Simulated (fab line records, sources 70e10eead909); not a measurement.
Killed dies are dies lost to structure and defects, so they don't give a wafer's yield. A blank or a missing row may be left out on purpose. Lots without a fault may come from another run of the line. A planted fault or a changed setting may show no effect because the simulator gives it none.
fab line records | flow nand_harc
record lots=12 wafers=36 last_day=24
route steps=1159 shown P_GATE@124 END@1159
lots that met no fault: from a run of the same line without faults
start_h: hours from the record's first day to the start of the lot's first wafer shown | wait_h: hours since the lot's step before | " the same as in the row above | L1.1+2: a row that stands for several wafers | - no value, or no start given | * or withheld: withheld | < > ~ a bound
route shown NAME@n: a module of which the file shows steps, and the number in the route of the first | usual: mean/standard deviation of fault-free wafers | same: alike in all rows | chamber/n: place in a boat | sites: the reading at each site | _std_site: their standard deviation | _edge_site: outer sites' mean less inner sites' | radius_mm: how far each site lies from the wafer's centre | mask NAME#n: copy n | behind: the tool/chamber that last shaped the wafer | hold: why the lot was held/for how many hours/how that ended | device: the transistor (n, p or np) that didn't switch | end of line: the same wafers' tests at the end of the route | a step without rows: its recipe alone | killed: dies lost to structure and defects at the first sort, not the wafer's yield | map: a wafer's dies, x killed, . not, _ none there
set.NAME: the setting as run; set.NAME@STEP: as run at that earlier step | model.NAME: the simulator's own value behind a step, which no gauge read
steps of the route over a sample of lots; a table a step, a row a wafer
services: from which hour (start_h, from the record's first day; less than 0 if before it) a tool's chamber was out of use, for how many hours, and why
## steps
# step NHARC_P_GATE_DESCUM_13
# recipe time_s=3 o2_flow_sccm=200 ar_flow_sccm=0 bias_power_w=0 chemistry=O2
# usual drypump_motor_current_A=5.8/0.33 oes_product_au=1.000/0.0073 rf_vpp_V=57.8/0.86 showerhead_plenum_p_Torr=1.95/0.094 throttle_valve_pct=11.311/0.0092
# columns lot.wafer tool chamber start_h wait_h drypump_motor_current_A oes_product_au rf_hours_counter_h rf_vpp_V showerhead_plenum_p_Torr throttle_valve_pct
L809.2 rie_diel-12 2 71.72 - 4.8 1.009 13 56.6 1.80 11.307
L809.3 " 1 " " 5.2 0.995 13 58.0 2.04 11.306
L809.6 " 2 " " 4.8 1.011 - 56.4 1.80 11.320
L811.2 rie_diel-11 0 89.25 - 5.6 0.986 13 59.4 2.03 11.306
L811.6 " 1 " " 5.6 1.002 - 59.3 2.05 11.316
L811.5 " 2 " " 5.8 1.005 - 56.1 1.82 11.321
L813.4 rie_diel-11 2 99.17 - 5.8 1.013 14 58.2 1.82 11.315
L813.3 " 0 " " 5.6 1.010 14 57.9 2.03 11.308
L813.5 " 3 " " 5.8 1.002 - 57.5 1.95 11.318
L812.3 rie_diel-11 1 99.36 - 5.6 1.000 14 59.0 2.05 11.317
L812.5 " 2 " " 5.8 1.008 - 57.3 1.82 11.305
L812.6 " 3 " " 5.8 0.995 - 57.1 1.95 11.311
L815.1 rie_diel-11 3 106.57 - 5.8 1.004 16 57.9 1.95 11.325
L815.6 " 2 " " 5.8 1.003 - 56.7 1.82 11.311
L815.5 " 3 " " 5.8 1.013 - 58.4 1.95 11.295
L814.2 rie_diel-01 3 106.59 - 6.3 1.003 55 58.1 2.02 11.324
L814.3 " 0 " " 6.4 1.001 48 56.3 1.79 11.325
L814.6 " 3 " " 6.3 0.998 - 57.7 2.02 11.321
L821.2 rie_diel-11 3 153.60 - 5.8 0.996 26 58.6 1.95 11.305
L821.3 " 1 " " 5.5 0.992 27 58.6 2.04 11.310
L821.5 " 3 " " 5.8 1.006 - 59.0 1.95 11.315
L822.2 rie_diel-01 1 153.63 - 5.7 1.001 2 57.6 1.95 11.299
L822.3 " 3 " " 6.3 1.008 2 58.7 2.02 11.297
L822.5 " 2 " " 6.6 0.994 - 56.7 1.93 11.298
L826.1 rie_diel-11 0 171.84 - 5.6 0.995 30 57.7 2.03 11.312
L826.6 " 1 " " 5.6 0.999 - 57.3 2.04 11.304
L826.5 " 2 " " 5.8 1.006 - 58.8 1.81 11.329
L825.3 rie_diel-11 0 171.98 - 5.6 0.996 30 59.0 2.03 11.317
L825.1 " 1 " " 5.6 1.000 31 59.2 2.04 11.311
L825.5 " 0 " " 5.6 0.995 - 57.6 2.03 11.314
L831.1 rie_diel-01 1 202.90 - 5.7 0.998 20 58.3 1.95 11.313
L831.3 " 2 " " 6.6 0.991 19 56.0 1.92 11.297
L831.2 " 3 " " 6.3 1.005 18 59.3 2.02 11.313
L832.3 rie_diel-11 0 217.65 - 5.6 1.004 4 58.2 2.03 11.307
L832.2 " 2 " " 5.8 0.994 4 56.3 1.81 11.299
L832.5 " 1 " " 5.5 0.990 - 57.9 2.04 11.315
# step NHARC_P_GATE_CD_MEAS_26
# recipe target_cd_nm=120 landing_energy_ev=500
# usual cd_nm=120.3/0.55
# columns lot.wafer tool chamber start_h wait_h cd_nm
L809.2 cd_sem-03 0 85.89 - 119.4
L809.3 " 0 " " 119.6
L809.6 " 0 " " 119.4
L811.2 cd_sem-01 0 104.47 - 120.2
L811.5 " 0 " " 120.6
L811.6 " 0 " " 120.3
L812.3 cd_sem-03 0 113.42 - 119.1
L812.5 " 0 " " 120.2
L812.6 " 0 " " 120.1
L813.3 cd_sem-02 0 114.09 - 119.8
L813.4 " 0 " " 119.8
L813.5 " 0 " " 120.0
L815.1 cd_sem-01 0 121.21 - 119.3
L815.5 " 0 " " 120.1
L815.6 " 0 " " 120.1
L814.2 cd_sem-02 0 121.99 - 121.3
L814.3 " 0 " " 121.6
L814.6 " 0 " " 121.0
L822.2 cd_sem-02 0 167.54 - 120.0
L822.3 " 0 " " 120.8
L822.5 " 0 " " 120.8
L821.2 cd_sem-02 0 167.84 - 120.5
L821.3 " 0 " " 119.6
L821.5 " 0 " " 120.1
L825.1 cd_sem-02 0 185.17 - 120.2
L825.3 " 0 " " 120.3
L825.5 " 0 " " 119.4
L826.1 cd_sem-01 0 185.67 - 120.3
L826.5 " 0 " " 120.8
L826.6 " 0 " " 120.5
L831.1 cd_sem-03 0 216.71 - 120.1
L831.2 " 0 " " 120.8
L831.3 " 0 " " 120.4
L832.2 cd_sem-02 0 232.85 - 119.5
L832.3 " 0 " " 119.7
L832.5 " 0 " " 120.4
# step NHARC_P_GATE_OVL_MEAS_27
# usual overlay_x_nm=0.0/0.59 overlay_y_nm=-0.1/0.81
# columns lot.wafer tool chamber start_h wait_h overlay_x_nm overlay_y_nm
L809.2 overlay-02 - 85.97 - -0.3 0.0
L809.3 " - " " -0.4 0.3
L809.6 " - " " 0.1 0.5
L811.2 overlay-01 - 104.56 - 0.4 -1.1
L811.5 " - " " 0.4 -1.2
L811.6 " - " " 0.4 -1.5
L812.3 overlay-02 - 113.50 - 0.0 -0.9
L812.5 " - " " -0.4 -0.1
L812.6 " - " " -0.2 -1.0
L813.3 overlay-02 - 114.17 - 1.2 0.6
L813.4 " - " " 0.5 1.0
L813.5 " - " " 1.1 0.8
L815.1 overlay-01 - 121.30 - 0.0 -0.5
L815.5 " - " " -0.7 0.3
L815.6 " - " " 0.1 0.5
L814.2 overlay-02 - 122.07 - 0.5 0.8
L814.3 " - " " 0.8 0.6
L814.6 " - " " 0.8 0.3
L822.2 overlay-02 - 167.62 - 0.7 -0.7
L822.3 " - " " -0.1 -1.0
L822.5 " - " " -0.4 -1.6
L821.2 overlay-02 - 167.93 - -0.3 0.4
L821.3 " - " " -0.8 0.3
L821.5 " - " " -0.4 0.5
L825.1 overlay-02 - 185.26 - 0.8 0.0
L825.3 " - " " 0.6 -1.0
L825.5 " - " " 0.3 -0.4
L826.1 overlay-01 - 185.76 - -0.6 0.4
L826.5 " - " " -0.3 1.1
L826.6 " - " " -0.3 0.6
L831.1 overlay-02 - 216.80 - -0.3 0.4
L831.2 " - " " 0.0 0.9
L831.3 " - " " -0.4 1.7
L832.2 overlay-02 - 232.93 - 0.2 -0.1
L832.3 " - " " 0.2 -0.1
L832.5 " - " " 0.5 -0.5
# step NHARC_P_GATE_ETCH_104
# recipe target_depth_a=600 time_s=withheld cf4_flow_sccm=100 chf3_flow_sccm=30 ar_flow_sccm=0 rf_w=500 bias_w=200 chemistry=CF4/CHF3
# usual bias_w=199.9/0.59 cf4_flow_sccm=100.00/0.28 drypump_motor_current_A=5.7/0.4 oes_product_au=0.947/0.02 rf_vpp_V=371.0/2.8 showerhead_plenum_p_Torr=1.59/0.08 throttle_valve_pct=16.801/0.0094
# columns lot.wafer tool chamber start_h wait_h bias_w cf4_flow_sccm drypump_motor_current_A oes_product_au rf_vpp_V showerhead_plenum_p_Torr throttle_valve_pct
L809.2 rie_diel-01 1 86.25 0.2 200.4 99.73 5.7 0.932 372.9 1.61 16.799
L809.3 " 0 " " 199.9 99.99 6.3 0.954 366.9 1.48 16.797
L809.6 " 1 " " 200.8 100.39 5.7 0.943 372.4 1.61 16.804
L811.2 rie_diel-11 1 104.74 0.1 199.8 99.70 5.6 0.923 373.9 1.68 16.797
L811.6 " 0 " " 198.4 100.75 5.6 0.927 372.3 1.67 16.799
L811.5 " 1 " " 200.8 99.74 5.6 0.939 374.3 1.68 16.804
L812.3 rie_diel-11 3 113.69 0.1 199.4 100.10 5.8 0.920 371.3 1.60 16.801
L812.5 " 1 " " 199.5 100.17 5.6 0.911 373.9 1.68 16.811
L812.6 " 2 " " 200.0 99.77 5.8 0.926 369.0 1.50 16.817
L813.4 rie_diel-12 0 114.36 0.1 - - - - - - -
L813.3 " 3 " " - - - - - - -
L813.5 " 1 " " - - - - - - -
L815.1 rie_diel-01 1 121.49 0.1 - - - - - - -
L815.5 " 0 " " - - - - - - -
L815.6 " 1 " " - - - - - - -
L814.2 rie_diel-11 1 122.26 0.1 - - - - - - -
L814.3 " 2 " " - - - - - - -
L814.6 " 0 " " - - - - - - -
L822.3 rie_diel-12 1 167.81 0.1 199.6 100.21 5.2 0.953 373.9 1.66 16.792
L822.2 " 2 " " 199.6 100.00 4.8 0.982 366.6 1.48 16.809
L822.5 " 1 " " 199.3 100.33 5.2 0.962 373.2 1.66 16.814
L821.2 rie_diel-11 3 168.12 0.1 198.9 100.13 5.8 0.925 371.8 1.60 16.811
L821.3 " 0 " " 200.6 99.76 5.6 0.936 373.2 1.66 16.783
L821.5 " 1 " " 201.2 99.82 5.6 0.928 375.6 1.67 16.805
L825.1 rie_diel-11 0 185.50 0.1 199.3 99.72 5.6 0.918 375.7 1.66 16.804
L825.3 " 3 " " 199.1 99.79 5.8 0.930 372.1 1.60 16.800
L825.5 " 1 " " 200.8 99.85 5.6 0.937 374.4 1.67 16.789
L826.1 rie_diel-11 3 185.95 0.1 199.1 99.64 5.8 0.928 372.0 1.60 16.802
L826.6 " 2 " " 199.3 100.14 5.8 0.925 367.9 1.49 16.792
L826.5 " 3 " " 200.0 99.72 5.8 0.936 371.6 1.60 16.808
L831.3 rie_diel-01 1 216.98 0.1 199.5 99.66 5.6 0.924 370.5 1.60 16.810
L831.2 " 2 " " 199.9 100.25 6.6 0.924 372.5 1.58 16.791
L831.1 " 0 " " 199.7 99.61 6.4 0.935 367.5 1.47 16.819
L832.3 rie_diel-11 3 233.12 0.1 199.1 100.57 5.8 0.925 370.4 1.60 16.792
L832.2 " 0 " " 200.6 99.94 5.6 0.919 374.2 1.66 16.791
L832.5 " 3 " " 198.5 100.49 5.8 0.917 371.6 1.60 16.784
# step NHARC_END_SORT_01
# recipe temp_c=25
# usual killed_at_array=24/7.4 killed_at_other=0.5/0.81 killed_at_periphery=3.4/2.3 killed_dies=28/8 killed_open=3.4/1.8 killed_short=2.0/1.4
# same gross_dies=677
# columns lot.wafer tool chamber start_h wait_h hold killed_at_array killed_at_other killed_at_periphery killed_dies killed_open killed_short
L811.2 prober-02 0 442.93 2.8 - 24 0 3 27 5 1
L811.5 prober-02 0 445.34 3.7 - 23 2 5 30 3 0
L811.6 prober-02 0 446.14 4.0 - 21 2 2 25 5 0
L809.2 prober-01 0 450.78 2.8 - 19 2 3 24 5 0
L809.3 prober-01 0 451.57 3.1 - 10 4 5 19 8 2
L809.6 prober-01 0 453.93 3.9 - 20 2 0 22 5 2
L814.2 prober-02 0 458.46 2.8 await_dispo/3.1h/scrap 21 0 656 677 2 2
L814.3 prober-02 0 459.26 3.1 await_dispo/3.1h/scrap 23 0 654 677 4 1
L814.6 prober-02 0 461.65 4.0 await_dispo/3.1h/scrap 14 0 663 677 3 1
L813.3 prober-01 0 459.32 3.1 await_dispo/7.0h/scrap 20 0 657 677 3 2
L813.4 prober-01 0 460.13 3.4 await_dispo/7.0h/scrap 18 1 658 677 4 0
L813.5 prober-01 0 460.93 3.7 await_dispo/7.0h/scrap 20 1 656 677 2 1
L815.1 prober-02 0 465.51 2.6 await_dispo/4.4h/scrap 23 0 654 677 8 2
L815.5 prober-02 0 468.70 3.7 await_dispo/4.4h/scrap 32 0 645 677 5 3
L815.6 prober-02 0 469.50 4.0 await_dispo/4.4h/scrap 25 0 652 677 3 2
L812.3 prober-01 0 467.17 3.1 - 17 0 2 19 4 4
L812.5 prober-01 0 468.76 3.7 - 20 2 3 25 4 3
L812.6 prober-01 0 469.55 4.0 - 11 1 0 12 1 1
L821.2 prober-02 0 517.92 2.8 - 17 1 5 23 2 1
L821.3 prober-02 0 518.70 3.1 - 15 0 9 24 5 1
L821.5 prober-02 0 520.26 3.6 - 20 2 3 25 5 4
L822.2 prober-01 0 517.97 2.8 - 24 0 7 31 5 2
L822.3 prober-01 0 518.77 3.1 - 23 0 2 25 6 2
L822.5 prober-01 0 520.38 3.7 - 27 0 2 29 5 1
L826.1 prober-01 0 538.29 2.5 - 30 2 5 37 5 5
L826.5 prober-01 0 541.47 3.7 - 24 1 2 27 3 1
L826.6 prober-01 0 542.27 4.0 - 26 0 2 28 1 1
L825.1 prober-02 0 538.34 2.5 - 26 0 5 31 5 1
L825.3 prober-02 0 539.95 3.1 - 28 0 5 33 1 3
L825.5 prober-02 0 541.57 3.7 - 27 1 6 34 4 3
L831.1 prober-02 0 563.62 2.5 - 27 1 1 29 4 1
L831.2 prober-02 0 564.41 2.8 - 47 0 5 52 5 3
L831.3 prober-02 0 565.21 3.1 - 32 1 4 37 6 3
L832.2 prober-02 0 579.44 2.8 - 28 0 1 29 1 4
L832.3 prober-02 0 580.24 3.1 - 34 0 5 39 2 6
L832.5 prober-02 0 581.84 3.7 - 39 0 3 42 4 6
# killed by level:class
L811.2 A_SLIT:chamber_film_flake=8 A_CONTACT:chamber_film_flake=6 A_WL_FILL:chamber_film_flake=2 P_GATE:geometric_particle:open=1 P_CONTACT:geometric_particle:open=1 A_CHANNEL_FILL_D1:geometric_particle:short=1 A_CHANNEL_FILL_D1:geometric_particle:open=1 A_CONTACT:geometric_particle:open=1
L811.5 A_SLIT:chamber_film_flake=9 P_ZERO_WELL:chamber_film_flake=4 A_CONTACT:chamber_film_flake=4 A_WL_FILL:chamber_film_flake=3 A_ZERO_WELL:chamber_film_flake=2 A_CHANNEL_HOLE_D1:chamber_film_flake=2 P_CONTACT:geometric_particle:open=1 A_CHANNEL_HOLE_D1:geometric_particle:open=1
L811.6 A_SLIT:chamber_film_flake=8 A_WL_FILL:chamber_film_flake=3 A_CHANNEL_HOLE_D1:chamber_film_flake=2 A_STAIRCASE:chamber_film_flake=2 A_CONTACT:chamber_film_flake=2 P_GATE:geometric_particle:open=1 A_CHANNEL_HOLE_D1:geometric_particle:open=1 A_CONTACT:geometric_particle:open=1
L809.2 A_CONTACT:chamber_film_flake=4 A_SLIT:chamber_film_flake=3 A_ZERO_WELL:chamber_film_flake=2 A_CHANNEL_HOLE_D1:chamber_film_flake=2 A_WL_FILL:chamber_film_flake=2 A_BLC:chamber_film_flake=2 THIN_TSV:chamber_film_flake=2 P_STI:geometric_particle:open=1
L809.3 THIN_TSV:chamber_film_flake=4 P_M1:geometric_particle:open=2 A_BLC:geometric_particle:open=2 A_CHANNEL_HOLE_D1:chamber_film_flake=2 A_BLC:chamber_film_flake=2 P_GATE:geometric_particle:open=1 P_GATE:geometric_particle:short=1 A_ONON_D1:geometric_particle:open=1
L809.6 A_CHANNEL_HOLE_D1:chamber_film_flake=6 A_CONTACT:geometric_particle:open=2 A_ZERO_WELL:chamber_film_flake=2 A_WL_FILL:chamber_film_flake=2 A_CONTACT:chamber_film_flake=2 THIN_TSV:chamber_film_flake=2 A_ONON_D1:geometric_particle:open=1 A_ONON_D1:geometric_particle:short=1
L814.2 P_GATE:area_etch=653 A_SGD_CUT:chamber_film_flake=6 A_CHANNEL_HOLE_D1:chamber_film_flake=3 A_SLIT:chamber_film_flake=3 A_CONTACT:chamber_film_flake=3 P_ZERO_WELL:chamber_film_flake=2 A_SOURCE_PLATE:geometric_particle:open=1 A_CHANNEL_FILL_D1:geometric_particle:open=1
L814.3 P_GATE:area_etch=650 A_SLIT:chamber_film_flake=10 A_CONTACT:chamber_film_flake=5 A_CHANNEL_FILL_D1:geometric_particle:open=2 P_ZERO_WELL:chamber_film_flake=2 A_CHANNEL_HOLE_D1:chamber_film_flake=2 P_M0:geometric_particle:open=1 A_WL_FILL:geometric_particle:open=1
L813.3 P_GATE:area_etch=657 A_CHANNEL_HOLE_D1:chamber_film_flake=7 A_CONTACT:chamber_film_flake=5 A_CONTACT:geometric_particle:open=2 A_STAIRCASE:chamber_film_flake=2 A_CHANNEL_FILL_D1:geometric_particle:open=1 A_CHANNEL_FILL_D1:geometric_particle:short=1 A_STAIRCASE:geometric_particle:short=1
L813.4 P_GATE:area_etch=658 A_CHANNEL_HOLE_D1:chamber_film_flake=5 A_CONTACT:chamber_film_flake=5 A_CONTACT:geometric_particle:open=2 A_SGD_CUT:geometric_particle:open=1 A_BLC:geometric_particle:open=1 A_ZERO_WELL:chamber_film_flake=1 A_STAIRCASE:chamber_film_flake=1
L813.5 P_GATE:area_etch=655 A_CONTACT:chamber_film_flake=9 A_CHANNEL_HOLE_D1:chamber_film_flake=8 P_GATE:geometric_particle:open=1 A_ONON_D1:geometric_particle:short=1 A_CONTACT:geometric_particle:open=1 A_ZERO_WELL:chamber_film_flake=1 THIN_TSV:chamber_film_flake=1
L814.6 P_GATE:area_etch=661 A_SLIT:chamber_film_flake=5 A_STAIRCASE:chamber_film_flake=2 A_CONTACT:chamber_film_flake=2 P_M0:geometric_particle:open=1 A_SOURCE_PLATE:geometric_particle:open=1 A_WL_FILL:geometric_particle:short=1 A_CONTACT:geometric_particle:open=1
L815.1 P_GATE:area_etch=648 A_CHANNEL_HOLE_D1:chamber_film_flake=7 A_SLIT:chamber_film_flake=3 A_SOURCE_PLATE:geometric_particle:open=2 A_SOURCE_PLATE:geometric_particle:short=2 P_STI:chamber_film_flake=2 A_CHANNEL_FILL_D1:chamber_film_flake=2 A_CONTACT:chamber_film_flake=2
L812.3 A_SGD_CUT:chamber_film_flake=4 A_CONTACT:chamber_film_flake=4 A_CHANNEL_FILL_D1:geometric_particle:open=2 A_CHANNEL_FILL_D1:geometric_particle:short=2 P_GATE:geometric_particle:short=1 P_M0:geometric_particle:short=1 A_WL_FILL:geometric_particle:open=1 A_CONTACT:geometric_particle:open=1
L815.5 P_GATE:area_etch=642 A_CHANNEL_HOLE_D1:chamber_film_flake=8 A_SLIT:chamber_film_flake=5 A_STAIRCASE:chamber_film_flake=5 A_CONTACT:chamber_film_flake=4 A_CHANNEL_FILL_D1:chamber_film_flake=3 A_ONON_D1:geometric_particle:open=2 P_GATE:geometric_particle:open=1
L812.5 A_CHANNEL_HOLE_D1:chamber_film_flake=3 A_SGD_CUT:chamber_film_flake=3 A_SLIT:chamber_film_flake=3 A_CONTACT:chamber_film_flake=3 A_BONDPAD:chamber_film_flake=3 P_CONTACT:geometric_particle:open=1 P_M0:geometric_particle:short=1 A_CHANNEL_FILL_D1:geometric_particle:short=1
L815.6 P_GATE:area_etch=648 A_CHANNEL_HOLE_D1:chamber_film_flake=13 A_SLIT:chamber_film_flake=5 P_STI:chamber_film_flake=2 A_CONTACT:chamber_film_flake=2 P_CONTACT:geometric_particle:open=1 P_M0:geometric_particle:short=1 A_CHANNEL_FILL_D1:geometric_particle:open=1
L812.6 A_STAIRCASE:chamber_film_flake=3 A_CONTACT:chamber_film_flake=3 A_BLC:geometric_particle:short=1 STARTING-WAFER:geometric_particle:open=1 A_CHANNEL_HOLE_D1:chamber_film_flake=1 A_CHANNEL_FILL_D1:chamber_film_flake=1 A_SGD_CUT:chamber_film_flake=1 A_WL_FILL:chamber_film_flake=1
L821.2 A_WL_FILL:chamber_film_flake=5 P_ZERO_WELL:chamber_film_flake=4 A_CHANNEL_HOLE_D1:chamber_film_flake=4 A_STAIRCASE:chamber_film_flake=2 A_CONTACT:chamber_film_flake=2 A_ONON_D1:geometric_particle:open=1 A_WL_FILL:geometric_particle:short=1 A_BLC:geometric_particle:open=1
L822.2 A_CHANNEL_HOLE_D1:chamber_film_flake=8 A_CONTACT:chamber_film_flake=8 P_ZERO_WELL:chamber_film_flake=5 A_STAIRCASE:chamber_film_flake=3 P_CONTACT:geometric_particle:open=2 A_ONON_D1:geometric_particle:open=1 A_CHANNEL_FILL_D1:geometric_particle:short=1 A_WL_FILL:geometric_particle:open=1
L821.3 P_ZERO_WELL:chamber_film_flake=5 A_CHANNEL_HOLE_D1:chamber_film_flake=5 A_WL_FILL:chamber_film_flake=3 P_M1:chamber_film_flake=2 A_STAIRCASE:chamber_film_flake=2 P_CONTACT:geometric_particle:open=1 A_ONON_D1:geometric_particle:open=1 A_CHANNEL_FILL_D1:geometric_particle:open=1
L822.3 A_CHANNEL_HOLE_D1:chamber_film_flake=6 A_CONTACT:chamber_film_flake=6 A_STAIRCASE:chamber_film_flake=3 P_M0:geometric_particle:short=1 A_ONON_D1:geometric_particle:open=1 A_STAIRCASE:geometric_particle:open=1 A_CHANNEL_FILL_D1:geometric_particle:open=1 A_WL_FILL:geometric_particle:short=1
L821.5 A_CHANNEL_HOLE_D1:chamber_film_flake=4 A_STAIRCASE:chamber_film_flake=4 A_CONTACT:geometric_particle:open=3 P_ZERO_WELL:chamber_film_flake=3 A_WL_FILL:chamber_film_flake=3 A_STAIRCASE:geometric_particle:short=1 A_SGD_CUT:geometric_particle:short=1 A_SLIT:geometric_particle:open=1
L822.5 A_CHANNEL_HOLE_D1:chamber_film_flake=18 A_CONTACT:chamber_film_flake=3 A_CONTACT:geometric_particle:open=2 P_GATE:chamber_film_flake=2 A_CHANNEL_FILL_D1:geometric_particle:open=1 A_SGD_CUT:geometric_particle:open=1 A_WL_FILL:geometric_particle:short=1 A_M0:geometric_particle:open=1
L826.1 A_CHANNEL_HOLE_D1:chamber_film_flake=17 A_CONTACT:chamber_film_flake=4 P_GATE:geometric_particle:open=2 A_ONON_D1:geometric_particle:short=2 P_ZERO_WELL:chamber_film_flake=2 A_CHANNEL_HOLE_D1:geometric_particle:open=1 A_CHANNEL_FILL_D1:geometric_particle:short=1 A_STAIRCASE:geometric_particle:open=1
L825.1 A_SLIT:chamber_film_flake=9 A_STAIRCASE:chamber_film_flake=4 A_CONTACT:chamber_film_flake=4 P_GATE:chamber_film_flake=3 A_CONTACT:geometric_particle:open=2 A_BLC:geometric_particle:open=2 A_CHANNEL_HOLE_D1:chamber_film_flake=2 A_M1:chamber_film_flake=2
L825.3 A_SLIT:chamber_film_flake=13 A_STAIRCASE:chamber_film_flake=5 P_GATE:chamber_film_flake=4 A_CHANNEL_HOLE_D1:chamber_film_flake=3 A_CONTACT:chamber_film_flake=2 A_ONON_D1:geometric_particle:short=1 A_CHANNEL_FILL_D1:geometric_particle:short=1 A_WL_FILL:geometric_particle:short=1
L826.5 A_CHANNEL_HOLE_D1:chamber_film_flake=10 A_CONTACT:chamber_film_flake=5 A_STAIRCASE:chamber_film_flake=3 A_M0:geometric_particle:open=2 P_STI:chamber_film_flake=2 A_ONON_D1:geometric_particle:open=1 A_CONTACT:geometric_particle:short=1 A_ZERO_WELL:chamber_film_flake=1
L825.5 A_SLIT:chamber_film_flake=15 P_GATE:chamber_film_flake=4 A_STAIRCASE:chamber_film_flake=3 P_M0:geometric_particle:open=2 A_M1:chamber_film_flake=2 A_SOURCE_PLATE:geometric_particle:short=1 A_ONON_D1:geometric_particle:short=1 A_CHANNEL_FILL_D1:geometric_particle:open=1
L826.6 A_CHANNEL_HOLE_D1:chamber_film_flake=15 A_CONTACT:chamber_film_flake=4 P_STI:chamber_film_flake=2 A_SGD_CUT:chamber_film_flake=2 A_ONON_D1:geometric_particle:open=1 A_WL_FILL:geometric_particle:short=1 A_STAIRCASE:chamber_film_flake=1 A_BLC:chamber_film_flake=1
L831.1 A_CHANNEL_HOLE_D1:chamber_film_flake=10 A_STAIRCASE:chamber_film_flake=7 A_CONTACT:chamber_film_flake=5 P_CONTACT:geometric_particle:open=1 A_SGD_CUT:geometric_particle:short=1 A_SGD_CUT:geometric_particle:open=1 A_BLC:geometric_particle:open=1 A_M1:geometric_particle:open=1
L831.2 A_CHANNEL_HOLE_D1:chamber_film_flake=20 A_CONTACT:chamber_film_flake=11 A_STAIRCASE:chamber_film_flake=7 A_CONTACT:geometric_particle:open=2 A_SLIT:chamber_film_flake=2 P_M1:geometric_particle:open=1 P_M2:geometric_particle:open=1 A_ONON_D1:geometric_particle:short=1
L831.3 A_CHANNEL_HOLE_D1:chamber_film_flake=13 A_CONTACT:chamber_film_flake=8 A_STAIRCASE:chamber_film_flake=4 A_WL_FILL:geometric_particle:short=2 P_CONTACT:geometric_particle:open=1 P_M0:geometric_particle:open=1 P_M2:geometric_particle:open=1 A_SOURCE_PLATE:geometric_particle:open=1
L832.2 A_SLIT:chamber_film_flake=10 A_CHANNEL_HOLE_D1:chamber_film_flake=6 A_CONTACT:chamber_film_flake=4 A_WL_FILL:geometric_particle:short=2 A_STAIRCASE:chamber_film_flake=2 A_CHANNEL_FILL_D1:geometric_particle:short=1 A_CONTACT:geometric_particle:short=1 A_BLC:geometric_particle:open=1
L832.3 A_SLIT:chamber_film_flake=19 A_CHANNEL_HOLE_D1:chamber_film_flake=4 A_CONTACT:chamber_film_flake=4 P_GATE:geometric_particle:short=2 A_ZERO_WELL:chamber_film_flake=2 P_CONTACT:geometric_particle:short=1 A_SOURCE_PLATE:geometric_particle:open=1 A_ONON_D1:geometric_particle:short=1
L832.5 A_SLIT:chamber_film_flake=16 A_CHANNEL_HOLE_D1:chamber_film_flake=10 A_CONTACT:chamber_film_flake=3 A_CHANNEL_HOLE_D1:geometric_particle:short=2 A_STAIRCASE:chamber_film_flake=2 P_STI:geometric_particle:open=1 P_CONTACT:geometric_particle:open=1 P_M1:geometric_particle:open=1
## services
# columns tool chamber start_h hours kind
rie_diel-01 0 60.56 7.3 repair
rie_diel-01 - 63.45 1.2 repair
rie_diel-11 0 70.71 - clean
rie_diel-11 1 70.71 - clean
rie_diel-11 2 70.71 - clean
rie_diel-11 3 70.71 - clean
rie_diel-01 2 77.15 30.2 repair
rie_diel-12 2 94.19 3.5 repair
rie_diel-11 0 95.21 - clean
rie_diel-11 1 95.21 - clean
rie_diel-11 2 95.21 - clean
rie_diel-11 3 95.21 - clean
rie_diel-12 0 116.79 6.0 repair
rie_diel-11 0 119.75 - clean
rie_diel-11 1 119.75 - clean
rie_diel-11 2 119.75 - clean
rie_diel-11 3 119.75 - clean
rie_diel-01 - 137.80 9.0 pm
rie_diel-11 2 140.05 15.5 repair
rie_diel-11 0 144.25 - clean
rie_diel-11 1 144.25 - clean
rie_diel-11 3 144.25 - clean
rie_diel-11 - 189.50 9.0 pm
rie_diel-12 - 202.42 9.0 pm
## key
first_sign step=NHARC_P_GATE_ETCH_104 reading=tool_record direction=missing
effect step=NHARC_END_SORT_01 reading=killed_at_periphery direction=up sigmas=99+ usual=3.4 struck=655
more_kills_born_at NHARC_P_GATE_ETCH_104@rie_diel-12=1970 NHARC_P_GATE_ETCH_104@rie_diel-11=1964 NHARC_P_GATE_ETCH_104@rie_diel-01=1937
met_at NHARC_P_GATE_ETCH_104
struck_lots L813,L814,L815
later_rows_left_out L813.3,L813.4,L813.5,L814.2,L814.3,L814.6,L815.1,L815.5,L815.6
tester_left_out L813,L814,L815
not_acting_at NHARC_P_GATE_DESCUM_13,NHARC_P_GATE_CD_MEAS_26,NHARC_P_GATE_OVL_MEAS_27
onset_between 113.69 114.36
fault kind=skipped_step_whole tool=rie_diel-01,rie_diel-11,rie_diel-12 chamber=- onset_h=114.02 steps=NHARC_P_GATE_ETCH_104 scope=struck_lots_only
# tester_left_out: of these lots the tester's yield and bins aren't shown, on N5 and GAA mostly nor the transistor test; their killed dies are dies lost to structure and defects alone, not to doping, threshold or leakage, so they don't give the yield
# later_rows_left_out: the simulator's readings of these wafers behind a module that went badly wrong aren't trusted and aren't shown, but for the sort
